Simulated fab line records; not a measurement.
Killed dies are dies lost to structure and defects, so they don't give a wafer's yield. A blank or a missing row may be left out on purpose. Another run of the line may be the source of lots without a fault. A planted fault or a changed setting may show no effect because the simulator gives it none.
fab line records | flow n5_finfet
[record] lots = 7 | wafers = 21
route steps=1938 shown BEOL_M0_SAQP@640 BEOL_M0@720 BEOL_M2@843
start_h: the number of hours between the record's first day and the start of the first shown wafer of the lot | wait_h: time in hours since the lot's previous step | " as in the row above | L1.1+2: several wafers, shown together as one row | - no value, or no start given | * or withheld: withheld | < > ~ a bound
route shown NAME@n: a module of which the file shows steps, and the number in the route of the first | usual: mean/standard deviation taken from wafers without a fault | same: alike in all rows | chamber/n: place in a boat | sites: each site's reading | _std_site: how widely they spread, as a standard deviation | _edge_site: mean of outer sites minus mean of inner sites | radius_mm: how far each site lies from the wafer's centre | mask NAME#n: copy n | behind: tool/chamber where the wafer was last shaped | hold: the reason the lot was held/the length of the hold in hours/how it ended | device: names the non-switching transistor (n, p or np) | end of line: at the end of the route, the tests of the same wafers | where a step has no rows: the recipe by itself | killed: at the first sort, the dies lost to defects and structure; wafer yield is something else | map: a wafer's dies, marking killed ones x, the rest . and places with no die _
set.NAME: the setting that was run; set.NAME@STEP: the one run at that earlier step | model.NAME: the simulator's own value behind a step, which no gauge read
lots where settings were altered on purpose, with a table for each step and a row for each wafer
[[steps]]
[step N5_BEOL_M0_SAQP_HM_DEP_111]
[recipe] material = SiO2 | target_thk_a = 120 | temp_c = 400 | precursor = SiH4/N2O | pressure_torr = 0.75 | rf_w = 275 | time_s = 7.2
lot.wafer  | tool     | chamber | start_h | wait_h | set.time_s | model.SiO2_of_BEOL_M0_SAQP_HM_DEP_111.thk_nm
L076.1+5   | pecvd-01 | 0,1     | 121.14  | 0.0    | 7.2        | 12
L076.3     | "        | 1       | "       | "      | 7.2        | 11.8
L088.2+3+4 | pecvd-04 | 1,2,0   | 197.89  | 0.0    | 7.2        | 12
L089.2+4   | pecvd-04 | 0,1     | 201.18  | 0.0    | 7.2        | 12
L089.3     | "        | 2       | "       | "      | 8.18       | 13.6
L091.1+4+6 | pecvd-02 | 2,1,0   | 211.53  | 0.0    | 7.2        | 12
L092.1+6   | pecvd-02 | 2,1     | 215.55  | 0.0    | 7.2        | 12.4
L092.3     | "        | 1       | "       | "      | 7.2        | 12
L095.1     | pecvd-02 | 1       | 234.77  | 0.0    | 7.2        | 11.8
L095.4     | "        | 0       | "       | "      | 7.2        | 12
L095.6     | "        | 2       | "       | "      | 7.2        | 12.2
L096.1     | pecvd-02 | 2       | 239.25  | 0.0    | 7.2        | 12
L096.3     | "        | 0       | "       | "      | 6.46       | 10.6
L096.4     | "        | 2       | "       | "      | 6.46       | 11
[step N5_BEOL_M0_SAQP_COAT_81]
[recipe] resist = SOC | temp_c = 250 | time_s = 60 | spin_rpm = 1500 | resist_thk_nm = 100
[step N5_BEOL_M0_SAQP_COAT_82]
[recipe] resist = SiARC | temp_c = 220 | time_s = 60 | spin_rpm = 1500 | resist_thk_nm = 30
[step N5_BEOL_M0_SAQP_ETCH_84]
[recipe] chemistry = N2/H2 | target = SOC | target_depth_a = 1000 | overetch_a = 200 | mask_material = SiARC | temp_c = 40 | time_s = 150 | ion_energy_ev = 200 | pressure_mtorr = 30 | source_w = 840 | bias_w = 150 | n2_flow_sccm = 200 | h2_flow_sccm = 200
[step N5_BEOL_M0_SAQP_STRIP_80]
[recipe] chemistry = N2/H2 | temp_c = 40 | n2_flow_sccm = 200 | h2_flow_sccm = 200 | rf_frequency_hz = 6e+07
[step N5_BEOL_M0_SAQP_HM_OPEN_112]
[recipe] chemistry = CHF3/O2 | target = SiO2 | stop_on = a-Si | target_depth_a = 120 | over_etch_frac = 1.25 | mask_material = SOC | time_s = 13.5 | pressure_mtorr = 30 | source_w = 650 | bias_w = 170 | Ar_flow_sccm = 200 | CHF3_flow_sccm = 50 | O2_flow_sccm = 5 | ion_energy_ev = 200 | ends = end_point
lot.wafer | tool        | chamber | start_h | wait_h | set.time_s@BEOL_M0_SAQP_HM_DEP_111 | model.etch.depth_nm
L076.1    | rie_diel-03 | 1       | 122.01  | 0.0    | 7.2                                | 11.91
L076.3    | "           | 2       | "       | "      | 7.2                                | 11.83
L076.5    | "           | 1       | "       | "      | 7.2                                | 11.95
L088.2    | rie_diel-03 | 3       | 198.62  | 0.0    | 7.2                                | 11.94
L088.3    | "           | 2       | "       | "      | 7.2                                | 12.08
L088.4    | "           | 3       | "       | "      | 7.2                                | 12.05
L089.2    | rie_diel-04 | 2       | 202.36  | 0.0    | 7.2                                | 12.07
L089.3    | "           | 0       | "       | "      | 8.18                               | 13.63
L089.4    | "           | 0       | "       | "      | 7.2                                | 12.05
L091.1    | rie_diel-05 | 1       | 212.43  | 0.0    | 7.2                                | 12.06
L091.4    | "           | 3       | "       | "      | 7.2                                | 12.02
L091.6    | "           | 3       | "       | "      | 7.2                                | 12
L092.1    | rie_diel-03 | 0       | 216.46  | 0.0    | 7.2                                | 12.4
L092.3    | "           | 3       | "       | "      | 7.2                                | 12.09
L092.6    | "           | 0       | "       | "      | 7.2                                | 12.3
L095.1    | rie_diel-04 | 0       | 235.38  | 0.0    | 7.2                                | 11.7
L095.4    | "           | 2       | "       | "      | 7.2                                | 11.97
L095.6    | "           | 1       | "       | "      | 7.2                                | 12.11
L096.1    | rie_diel-03 | 2       | 240.03  | 0.0    | 7.2                                | 12.02
L096.3    | "           | 1       | "       | "      | 6.46                               | 10.66
L096.4    | "           | 3       | "       | "      | 6.46                               | 10.93
[step N5_BEOL_M0_ETCH_128]
[recipe] chemistry = CF4/N2 | target_depth_a = 120 | overetch_a = 51 | target = SiCN | time_s = 21.4 | ion_energy_ev = 150 | pressure_mtorr = 40 | source_w = 430 | bias_w = 70 | Ar_flow_sccm = 100 | cf4_flow_sccm = 60 | n2_flow_sccm = 60
[usual] rf_vpp_V = 382.3/1.6
lot.wafer | tool        | chamber | start_h | wait_h | set.source_w | rf_vpp_V
L076.1    | rie_diel-01 | 1       | 129.31  | 0.1    | 430          | 382.3
L076.3    | "           | 0       | "       | "      | 396.6        | 392.9
L076.5    | "           | 0       | "       | "      | 430          | 383.0
L088.2    | rie_diel-06 | 2       | 208.38  | 0.0    | 430          | 382.8
L088.3    | "           | 0       | "       | "      | 403.3        | 392.0
L088.4    | "           | 3       | "       | "      | 403.3        | 388.7
L089.2    | rie_diel-06 | 2       | 210.26  | 0.0    | 430          | 383.7
L089.3    | "           | 0       | "       | "      | 430          | 385.4
L089.4    | "           | 3       | "       | "      | 381.3        | 397.6
L091.1    | rie_diel-06 | 3       | 220.55  | 0.7    | 430          | 378.9
L091.4    | "           | 0       | "       | "      | 430          | 385.5
L091.6    | "           | 3       | "       | "      | 430          | 382.5
L092.1    | rie_diel-01 | 1       | 222.68  | 0.0    | 430          | 384.0
L092.3    | "           | 0       | "       | "      | 430          | 382.5
L092.6    | "           | 2       | "       | "      | 462.8        | 372.6
L095.1    | rie_diel-06 | 1       | 243.68  | 0.0    | 430          | 382.2
L095.4    | "           | 3       | "       | "      | 375.8        | 397.2
L095.6    | "           | 1       | "       | "      | 430          | 381.7
L096.1    | rie_diel-01 | 2       | 247.69  | 0.3    | 430          | 382.4
L096.3    | "           | 0       | "       | "      | 430          | 383.3
L096.4    | "           | 1       | "       | "      | 430          | 383.5
[step N5_BEOL_M0_DEP_125]
[recipe] material = SiCN | target_thk_a = 80 | temp_c = withheld | precursor = 3MS/NH3 | pressure_torr = 3 | rf_w = 202 | time_s = 14
lot.wafer  | tool     | chamber | start_h | wait_h | set.time_s | model.SiCN_of_BEOL_M0_DEP_125.thk_nm
L076.1     | pecvd-01 | 2       | 132.92  | 0.0    | 14         | 8
L076.3     | "        | 1       | "       | "      | 12.99      | 7.4
L076.5     | "        | 2       | "       | "      | 12.99      | 7.8
L088.2     | pecvd-01 | 0       | 211.83  | 0.0    | 14.59      | 8.2
L088.3     | "        | 0       | "       | "      | 14.59      | 8.4
L088.4     | "        | 1       | "       | "      | 14         | 8
L089.2+4   | pecvd-03 | 2,1     | 213.53  | 0.0    | 14         | 8
L089.3     | "        | 1       | "       | "      | 15.16      | 8.6
L091.1+4+6 | pecvd-02 | 1,0,1   | 224.17  | 0.0    | 14         | 8
L092.1     | pecvd-01 | 0       | 225.98  | 0.0    | 15.64      | 8.8
L092.3     | "        | 1       | "       | "      | 15.64      | 9
L092.6     | "        | 0       | "       | "      | 14         | 8
L095.1     | pecvd-03 | 0       | 248.43  | 0.0    | 14         | 8
L095.4     | "        | 1       | "       | "      | 14         | 8.2
L095.6     | "        | 0       | "       | "      | 16.08      | 9.2
L096.1+3   | pecvd-03 | 1,2     | 251.95  | 0.0    | 12.17      | 7
L096.4     | "        | 2       | "       | "      | 14         | 8
[step N5_BEOL_M2_PECVD_72]
[recipe] material = SiO2 | target_thk_a = 160 | temp_c = 400 | precursor = TEOS/O2 | pressure_torr = 5.5 | rf_w = 450 | teos_flow_sccm = 53.8 | gas = O2 | flow_sccm = 3000 | time_s = 18
lot.wafer  | tool     | chamber | start_h | wait_h | set.time_s | model.SiO2_of_BEOL_M2_PECVD_72.thk_nm
L076.1+3   | pecvd-03 | 1,0     | 145.43  | 0.0    | 18         | 15.8
L076.5     | "        | 0       | "       | "      | 18         | 16
L088.2     | pecvd-03 | 0       | 220.43  | 0.0    | 18         | 15.6
L088.3     | "        | 1       | "       | "      | 19         | 16.6
L088.4     | "        | 2       | "       | "      | 19         | 16.8
L089.2     | pecvd-03 | 2       | 223.90  | 0.0    | 20.57      | 18
L089.3     | "        | 1       | "       | "      | 18         | 16
L089.4     | "        | 1       | "       | "      | 20.57      | 18.4
L091.1+4+6 | pecvd-02 | 2,1,2   | 240.99  | 0.0    | 18         | 16
L092.1     | pecvd-04 | 1       | 243.70  | 0.0    | 18         | 16
L092.3     | "        | 2       | "       | "      | 18         | 16.4
L092.6     | "        | 2       | "       | "      | 20.23      | 18.2
L095.1+6   | pecvd-03 | 1,2     | 258.12  | 0.0    | 18         | 15.8
L095.4     | "        | 0       | "       | "      | 18         | 16.2
L096.1     | pecvd-02 | 2       | 273.80  | 0.0    | 15.68      | 13.8
L096.3     | "        | 1       | "       | "      | 18         | 15.6
L096.4     | "        | 1       | "       | "      | 15.68      | 14
[step N5_BEOL_M2_EXPOSE_08]
[recipe] mask_id = M2 | na = 0.33 | source_shape = dipole | sigma_inner = 0.369 | sigma_outer = 0.767 | polarization = unpolarized | dose_mj = 41.25
lot.wafer  | tool           | chamber | start_h | wait_h | mask | set.dose_mj
L076.1+3   | euv_scanner-02 | 0       | 146.55  | -      | M2#0 | 39.32
L076.5     | "              | 0       | "       | "      | M2#0 | 41.25
L088.2+3   | euv_scanner-02 | 0       | 220.77  | -      | M2#0 | 41.25
L088.4     | "              | 0       | "       | "      | M2#0 | 38.17
L089.2+3   | euv_scanner-01 | 0       | 226.45  | -      | M2#0 | 41.25
L089.4     | "              | 0       | "       | "      | M2#0 | 43
L091.1+4+6 | euv_scanner-01 | 0       | 243.94  | -      | M2#0 | 41.25
L092.1+3+6 | euv_scanner-02 | 0       | 244.71  | -      | M2#0 | 42.2
L095.1+6   | euv_scanner-01 | 0       | 259.17  | -      | M2#0 | 41.25
L095.4     | "              | 0       | "       | "      | M2#0 | 43.93
L096.1+4   | euv_scanner-01 | 0       | 274.93  | -      | M2#0 | 41.25
L096.3     | "              | 0       | "       | "      | M2#0 | 38.8
[step N5_BEOL_M2_PEB_09]
[recipe] peb_temp_c = 100 | peb_time_s = 60 | resist = CAR-EUV
[step N5_BEOL_M2_DEVELOP_10]
[recipe] develop_time_s = 30 | developer = TMAH | resist = CAR-EUV | rinse_liquid = surfactant_rinse | dry = air_spin | dev_temp_c = 23
[step N5_BEOL_M2_CD_MEAS_11]
[recipe] target_cd_nm = 16.79 | landing_energy_ev = 500 | detector = se_inlens | polarity = opening
[usual] cd_nm = 16.78/0.24
lot.wafer | tool      | chamber | start_h | wait_h | set.dose_mj@BEOL_M2_EXPOSE_08 | cd_nm
L076.1    | cd_sem-03 | 0       | 146.68  | -      | 39.32                         | 15.61
L076.3    | "         | 0       | "       | "      | 39.32                         | 16.23
L076.5    | "         | 0       | "       | "      | 41.25                         | 16.86
L088.2    | cd_sem-01 | 0       | 220.90  | -      | 41.25                         | 16.64
L088.3    | "         | 0       | "       | "      | 41.25                         | 16.59
L088.4    | "         | 0       | "       | "      | 38.17                         | 15.29
L089.2    | cd_sem-01 | 0       | 226.57  | -      | 41.25                         | 16.86
L089.3    | "         | 0       | "       | "      | 41.25                         | 17.13
L089.4    | "         | 0       | "       | "      | 43                            | 17.39
L091.1    | cd_sem-03 | 0       | 244.07  | -      | 41.25                         | 17.09
L091.4    | "         | 0       | "       | "      | 41.25                         | 16.58
L091.6    | "         | 0       | "       | "      | 41.25                         | 16.62
L092.1    | cd_sem-03 | 0       | 244.85  | -      | 42.2                          | 16.73
L092.3    | "         | 0       | "       | "      | 42.2                          | 17.14
L092.6    | "         | 0       | "       | "      | 42.2                          | 17.26
L095.1    | cd_sem-01 | 0       | 259.30  | -      | 41.25                         | 17.06
L095.4    | "         | 0       | "       | "      | 43.93                         | 18.48
L095.6    | "         | 0       | "       | "      | 41.25                         | 16.56
L096.1    | cd_sem-03 | 0       | 275.06  | -      | 41.25                         | 16.62
L096.3    | "         | 0       | "       | "      | 38.8                          | 15.52
L096.4    | "         | 0       | "       | "      | 41.25                         | 16.76
[step N5_BEOL_M2_DESCUM_16]
[recipe] chemistry = O2 | time_s = 7 | source_power_w = 50 | bias_power_w = 20 | pressure_mtorr = 20 | rf_frequency_hz = 2.712e+07 | temp_c = 40 | resist = CAR-EUV | o2_flow_sccm = 225
[step N5_BEOL_M2_ETCH_74]
[recipe] chemistry = N2/H2 | target = underlayer | target_depth_a = 65 | mask_material = CAR-EUV | time_s = 5.2 | ion_energy_ev = 200 | pressure_mtorr = 30 | source_w = 840 | bias_w = 150 | n2_flow_sccm = 200 | h2_flow_sccm = 200 | ends = cleared
lot.wafer | tool        | chamber | start_h | wait_h | set.dose_mj@BEOL_M2_EXPOSE_08 | model.BEOL_M2.cd_offset_nm
L076.1    | rie_diel-01 | 0       | 146.88  | 0.0    | 39.32                         | -0.8
L076.3    | "           | 2       | "       | "      | 39.32                         | -1
L076.5    | "           | 3       | "       | "      | 41.25                         | 0
L088.2+3  | rie_diel-02 | 0,3     | 221.20  | 0.0    | 41.25                         | -0.2
L088.4    | "           | 2       | "       | "      | 38.17                         | -1.8
L089.2+3  | rie_diel-02 | 3,2     | 226.73  | 0.0    | 41.25                         | 0.2
L089.4    | "           | 0       | "       | "      | 43                            | 0.8
L091.1+6  | rie_diel-06 | 3,0     | 244.44  | 0.0    | 41.25                         | 0.2
L091.4    | "           | 0       | "       | "      | 41.25                         | 0.4
L092.1+3  | rie_diel-02 | 2,0     | 245.07  | 0.0    | 42.2                          | 0.2
L092.6    | "           | 1       | "       | "      | 42.2                          | 0.4
L095.1    | rie_diel-06 | 1       | 259.46  | 0.0    | 41.25                         | -0.2
L095.4    | "           | 2       | "       | "      | 43.93                         | 1
L095.6    | "           | 3       | "       | "      | 41.25                         | 0
L096.1    | rie_diel-01 | 1       | 275.36  | 0.0    | 41.25                         | 0
L096.3    | "           | 3       | "       | "      | 38.8                          | -1.2
L096.4    | "           | 2       | "       | "      | 41.25                         | -0.2
[step N5_BEOL_M2_ETCH_63]
[recipe] chemistry = CF4 | target = SiARC | target_depth_a = 156 | mask_material = CAR-EUV | time_s = 26 | ion_energy_ev = 80 | pressure_mtorr = 40 | source_w = 545 | bias_w = 36 | Ar_flow_sccm = 100 | cf4_flow_sccm = 100 | ends = cleared
lot.wafer  | tool        | chamber | start_h | wait_h | set.dose_mj@BEOL_M2_EXPOSE_08 | model.BEOL_M2.cd_offset_nm
L076.1     | rie_diel-01 | 0       | 146.90  | 0.0    | 39.32                         | -0.8
L076.3     | "           | 2       | "       | "      | 39.32                         | -1
L076.5     | "           | 3       | "       | "      | 41.25                         | 0
L088.2     | rie_diel-02 | 0       | 221.21  | 0.0    | 41.25                         | -0.2
L088.3     | "           | 3       | "       | "      | 41.25                         | 0.2
L088.4     | "           | 2       | "       | "      | 38.17                         | -1.8
L089.2     | rie_diel-02 | 3       | 226.75  | 0.0    | 41.25                         | 0.2
L089.3     | "           | 2       | "       | "      | 41.25                         | 0
L089.4     | "           | 0       | "       | "      | 43                            | 0.8
L091.1+4+6 | rie_diel-06 | 3,0,0   | 244.46  | 0.0    | 41.25                         | 0.4
L092.1     | rie_diel-02 | 2       | 245.09  | 0.0    | 42.2                          | 0.2
L092.3+6   | "           | 0,1     | "       | "      | 42.2                          | 0.4
L095.1     | rie_diel-06 | 1       | 259.48  | 0.0    | 41.25                         | -0.2
L095.4     | "           | 2       | "       | "      | 43.93                         | 0.8
L095.6     | "           | 3       | "       | "      | 41.25                         | 0
L096.1     | rie_diel-01 | 1       | 275.37  | 0.0    | 41.25                         | 0
L096.3     | "           | 3       | "       | "      | 38.8                          | -1
L096.4     | "           | 2       | "       | "      | 41.25                         | -0.2
[step N5_BEOL_M2_ETCH_64]
[recipe] chemistry = N2/H2 | target = SOC | target_depth_a = 750 | overetch_a = 225 | mask_material = SiARC | temp_c = 40 | time_s = 121.9 | ion_energy_ev = 200 | pressure_mtorr = 30 | source_w = 840 | bias_w = 150 | n2_flow_sccm = 200 | h2_flow_sccm = 200
[step N5_BEOL_M2_STRIP_65]
[recipe] chemistry = N2/H2 | temp_c = 40 | n2_flow_sccm = 200 | h2_flow_sccm = 200 | rf_frequency_hz = 6e+07
[step N5_BEOL_M2_STRIP_75]
[recipe] chemistry = N2/H2 | temp_c = 40 | n2_flow_sccm = 200 | h2_flow_sccm = 200 | rf_frequency_hz = 6e+07
[step N5_BEOL_M2_STRIP_66]
[recipe] chemistry = CF4 | resist = SiARC | power_w = 300 | bias_power_w = 75 | pressure_mtorr = 50 | cf4_flow_sccm = 150 | rf_frequency_hz = 6e+07
[step N5_BEOL_M2_HM_OPEN_17]
[recipe] chemistry = Cl2/BCl3 | target_depth_a = 200 | overetch_a = 60 | target = TiN | mask_material = SOC | ion_energy_ev = 150 | pressure_mtorr = 10 | icp_w = 1000 | bias_w = 126 | Cl2_flow_sccm = 53.25 | bcl3_flow_sccm = 21.75 | Ar_flow_sccm = 25
lot.wafer | tool         | chamber | start_h | wait_h | set.dose_mj@BEOL_M2_EXPOSE_08 | model.BEOL_M2.cd_offset_nm
L076.1+3  | rie_metal-01 | 1       | 147.11  | 0.0    | 39.32                         | -1
L076.5    | "            | 1       | "       | "      | 41.25                         | 0.4
L088.2    | rie_metal-01 | 0       | 221.41  | 0.0    | 41.25                         | -0.4
L088.3    | "            | 1       | "       | "      | 41.25                         | 0.2
L088.4    | "            | 0       | "       | "      | 38.17                         | -1.8
L089.2    | rie_metal-02 | 0       | 226.95  | 0.0    | 41.25                         | 0.2
L089.3    | "            | 0       | "       | "      | 41.25                         | 0.4
L089.4    | "            | 1       | "       | "      | 43                            | 0.8
L091.1    | rie_metal-03 | 0       | 244.66  | 0.0    | 41.25                         | -0.2
L091.4+6  | "            | 0       | "       | "      | 41.25                         | 0.2
L092.1+6  | rie_metal-02 | 1       | 245.30  | 0.0    | 42.2                          | 0
L092.3    | "            | 1       | "       | "      | 42.2                          | 0.2
L095.1+6  | rie_metal-02 | 1       | 259.68  | 0.0    | 41.25                         | -0.2
L095.4    | "            | 1       | "       | "      | 43.93                         | 1
L096.1+4  | rie_metal-01 | 0       | 275.58  | 0.0    | 41.25                         | 0
L096.3    | "            | 1       | "       | "      | 38.8                          | -0.8
[step N5_BEOL_M2_STRIP_19]
[recipe] chemistry = O2 | power_w = 400 | temp_c = 40 | pressure_mtorr = 30 | rf_frequency_hz = 6e+07 | bias_power_w = 0 | overash_fraction = 0.2 | o2_flow_sccm = 225
[step N5_BEOL_M2_CD_MEAS_18]
[recipe] pitch_nm = 36 | target_cd_nm = 18
[usual] cd_nm = 18.0/0.31
lot.wafer | tool      | chamber | start_h | wait_h | set.dose_mj@BEOL_M2_EXPOSE_08 | cd_nm
L076.1    | cd_sem-03 | -       | 147.29  | 0.0    | 39.32                         | 17.0
L076.3    | "         | -       | "       | "      | 39.32                         | 16.7
L076.5    | "         | -       | "       | "      | 41.25                         | 18.2
L088.2    | cd_sem-03 | -       | 221.60  | 0.1    | 41.25                         | 17.4
L088.3    | "         | -       | "       | "      | 41.25                         | 18.3
L088.4    | "         | -       | "       | "      | 38.17                         | 15.6
L089.2    | cd_sem-03 | -       | 227.13  | 0.1    | 41.25                         | 18.2
L089.3    | "         | -       | "       | "      | 41.25                         | 18.2
L089.4    | "         | -       | "       | "      | 43                            | 18.5
L091.1    | cd_sem-01 | -       | 244.93  | 0.0    | 41.25                         | 17.6
L091.4    | "         | -       | "       | "      | 41.25                         | 17.9
L091.6    | "         | -       | "       | "      | 41.25                         | 17.9
L092.1    | cd_sem-01 | -       | 245.48  | 0.0    | 42.2                          | 18.0
L092.3    | "         | -       | "       | "      | 42.2                          | 18.3
L092.6    | "         | -       | "       | "      | 42.2                          | 18.0
L095.1    | cd_sem-03 | -       | 259.86  | 0.0    | 41.25                         | 17.7
L095.4    | "         | -       | "       | "      | 43.93                         | 19.3
L095.6    | "         | -       | "       | "      | 41.25                         | 17.5
L096.1    | cd_sem-01 | -       | 275.90  | 0.1    | 41.25                         | 18.0
L096.3    | "         | -       | "       | "      | 38.8                          | 17.4
L096.4    | "         | -       | "       | "      | 41.25                         | 18.1
[step N5_BEOL_M2_DESCUM_33]
[recipe] chemistry = O2 | time_s = 7 | source_power_w = 50 | bias_power_w = 20 | pressure_mtorr = 20 | rf_frequency_hz = 2.712e+07 | temp_c = 40 | resist = CAR-EUV | o2_flow_sccm = 225
lot.wafer  | tool        | chamber | start_h | wait_h | set.time_s | model.CAR-EUV_of_BEOL_M2_COAT_22.thk_nm
L076.1+3   | rie_diel-02 | 0,2     | 147.90  | 0.1    | 7          | 26
L076.5     | "           | 0       | "       | "      | 7          | 26.2
L088.2+3   | rie_diel-01 | 0,3     | 222.06  | 0.0    | 7          | 26
L088.4     | "           | 2       | "       | "      | 6.173      | 26.6
L089.2+3+4 | rie_diel-06 | 3,1,2   | 227.70  | 0.0    | 7          | 26
L091.1+4+6 | rie_diel-02 | 1,2,0   | 245.50  | 0.0    | 7          | 26
L092.1+6   | rie_diel-01 | 3       | 245.92  | 0.0    | 5.518      | 26.8
L092.3     | "           | 0       | "       | "      | 7          | 26
L095.1     | rie_diel-02 | 3       | 260.43  | 0.0    | 7          | 26
L095.4     | "           | 2       | "       | "      | 7.749      | 25.8
L095.6     | "           | 1       | "       | "      | 7          | 26.2
L096.1     | rie_diel-02 | 1       | 276.47  | 0.0    | 5.725      | 26.6
L096.3     | "           | 0       | "       | "      | 7          | 25.8
L096.4     | "           | 2       | "       | "      | 7          | 26
[step N5_BEOL_M2_ETCH_77]
[recipe] chemistry = N2/H2 | target = underlayer | target_depth_a = 65 | mask_material = CAR-EUV | time_s = 5.2 | ion_energy_ev = 200 | pressure_mtorr = 30 | source_w = 840 | bias_w = 150 | n2_flow_sccm = 200 | h2_flow_sccm = 200 | ends = cleared
[step N5_BEOL_M2_ETCH_69]
[recipe] chemistry = CF4 | target = SiARC | target_depth_a = 156 | mask_material = CAR-EUV | time_s = 26 | ion_energy_ev = 80 | pressure_mtorr = 40 | source_w = 545 | bias_w = 36 | Ar_flow_sccm = 100 | cf4_flow_sccm = 100 | ends = cleared
lot.wafer  | tool        | chamber | start_h | wait_h | set.time_s@BEOL_M2_DESCUM_33 | model.CAR-EUV_of_BEOL_M2_COAT_22.thk_nm
L076.1+3+5 | rie_diel-02 | 0,2,0   | 147.96  | 0.0    | 7                            | 11.2
L088.2+3   | rie_diel-01 | 0,3     | 222.11  | 0.0    | 7                            | 11.2
L088.4     | "           | 2       | "       | "      | 6.173                        | 11.6
L089.2+4   | rie_diel-06 | 3,2     | 227.76  | 0.0    | 7                            | 11
L089.3     | "           | 1       | "       | "      | 7                            | 11.2
L091.1+6   | rie_diel-02 | 1,0     | 245.55  | 0.0    | 7                            | 11
L091.4     | "           | 2       | "       | "      | 7                            | 11.2
L092.1+6   | rie_diel-01 | 3       | 245.97  | 0.0    | 5.518                        | 12
L092.3     | "           | 0       | "       | "      | 7                            | 11
L095.1+6   | rie_diel-02 | 3,1     | 260.48  | 0.0    | 7                            | 11.2
L095.4     | "           | 2       | "       | "      | 7.749                        | 11
L096.1     | rie_diel-02 | 1       | 276.52  | 0.0    | 5.725                        | 11.6
L096.3     | "           | 0       | "       | "      | 7                            | 10.8
L096.4     | "           | 2       | "       | "      | 7                            | 11.2
[step N5_BEOL_M2_ALD_98]
[recipe] material = SiO2 | target_thk_a = 25 | temp_c = 100 | ald_precursor_family = BDEAS | ald_co_reactant = O2-plasma | pulse_time_s = 1 | co_reactant_pulse_time_s = 1 | purge_time_s = 2 | co_reactant_purge_time_s = 2 | ald_cycles = 17 | pressure_torr = 2
[step N5_BEOL_M2_ETCHBACK_99]
[recipe] chemistry = CHF3 | target = SiO2 | target_depth_a = 50 | time_s = 10.4 | source_w = 215 | bias_w = 47 | Ar_flow_sccm = 200 | CHF3_flow_sccm = 12 | ion_energy_ev = 100 | pressure_mtorr = 30
lot.wafer  | tool        | chamber | start_h | wait_h | set.time_s@BEOL_M2_DESCUM_33 | model.CAR-EUV_of_BEOL_M2_COAT_22.thk_nm
L076.1+3+5 | rie_diel-01 | 0,2,2   | 149.50  | 1.4    | 7                            | 10.4
L088.2+3   | rie_diel-01 | 0,3     | 229.27  | 6.7    | 7                            | 10.4
L088.4     | "           | 1       | "       | "      | 6.173                        | 10.8
L089.2+4   | rie_diel-02 | 0,3     | 234.07  | 6.2    | 7                            | 10.2
L089.3     | "           | 1       | "       | "      | 7                            | 10.4
L091.1+4+6 | rie_diel-02 | 2,3,3   | 247.23  | 1.5    | 7                            | 10.4
L092.1+6   | rie_diel-02 | 2       | 250.27  | 4.2    | 5.518                        | 11.2
L092.3     | "           | 3       | "       | "      | 7                            | 10.4
L095.1+6   | rie_diel-01 | 2       | 265.48  | 4.9    | 7                            | 10.4
L095.4     | "           | 3       | "       | "      | 7.749                        | 10.2
L096.1     | rie_diel-02 | 1       | 279.31  | 2.4    | 5.725                        | 11
L096.3     | "           | 2       | "       | "      | 7                            | 10.2
L096.4     | "           | 0       | "       | "      | 7                            | 10.4
[[key]]
[split] step = N5_BEOL_M0_SAQP_HM_DEP_111 | setting = time_s | stated = 7.2 | by = wafer
[response] step = N5_BEOL_M0_SAQP_HM_DEP_111 | reading = model.SiO2_of_BEOL_M0_SAQP_HM_DEP_111.thk_nm | change = +0.117 | per = 1% | r = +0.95
[response] step = N5_BEOL_M0_SAQP_HM_OPEN_112 | reading = model.etch.depth_nm | change = +0.117 | per = 1% | r = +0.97
[split] step = N5_BEOL_M0_ETCH_128 | setting = source_w | stated = 430 | by = wafer
[response] step = N5_BEOL_M0_ETCH_128 | reading = rf_vpp_V | change = -1.23 | per = 1% | r = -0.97
[split] step = N5_BEOL_M0_DEP_125 | setting = time_s | stated = 14 | by = wafer
[response] step = N5_BEOL_M0_DEP_125 | reading = model.SiCN_of_BEOL_M0_DEP_125.thk_nm | change = +0.0736 | per = 1% | r = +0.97
[split] step = N5_BEOL_M2_PECVD_72 | setting = time_s | stated = 18 | by = wafer
[response] step = N5_BEOL_M2_PECVD_72 | reading = model.SiO2_of_BEOL_M2_PECVD_72.thk_nm | change = +0.152 | per = 1% | r = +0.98
[split] step = N5_BEOL_M2_EXPOSE_08 | setting = dose_mj | stated = 41.25 | by = wafer
[response] step = N5_BEOL_M2_CD_MEAS_11 | reading = cd_nm | change = +0.195 | per = 1% | r = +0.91
[response] step = N5_BEOL_M2_ETCH_74 | reading = model.BEOL_M2.cd_offset_nm | change = +0.187 | per = 1% | r = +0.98
[response] step = N5_BEOL_M2_ETCH_63 | reading = model.BEOL_M2.cd_offset_nm | change = +0.184 | per = 1% | r = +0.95
[response] step = N5_BEOL_M2_HM_OPEN_17 | reading = model.BEOL_M2.cd_offset_nm | change = +0.196 | per = 1% | r = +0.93
[response] step = N5_BEOL_M2_CD_MEAS_18 | reading = cd_nm | change = +0.226 | per = 1% | r = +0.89
[split] step = N5_BEOL_M2_DESCUM_33 | setting = time_s | stated = 7 | by = wafer
[response] step = N5_BEOL_M2_DESCUM_33 | reading = model.CAR-EUV_of_BEOL_M2_COAT_22.thk_nm | change = -0.0387 | per = 1% | r = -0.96
[response] step = N5_BEOL_M2_ETCH_69 | reading = model.CAR-EUV_of_BEOL_M2_COAT_22.thk_nm | change = -0.0377 | per = 1% | r = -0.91
[response] step = N5_BEOL_M2_ETCHBACK_99 | reading = model.CAR-EUV_of_BEOL_M2_COAT_22.thk_nm | change = -0.0353 | per = 1% | r = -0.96
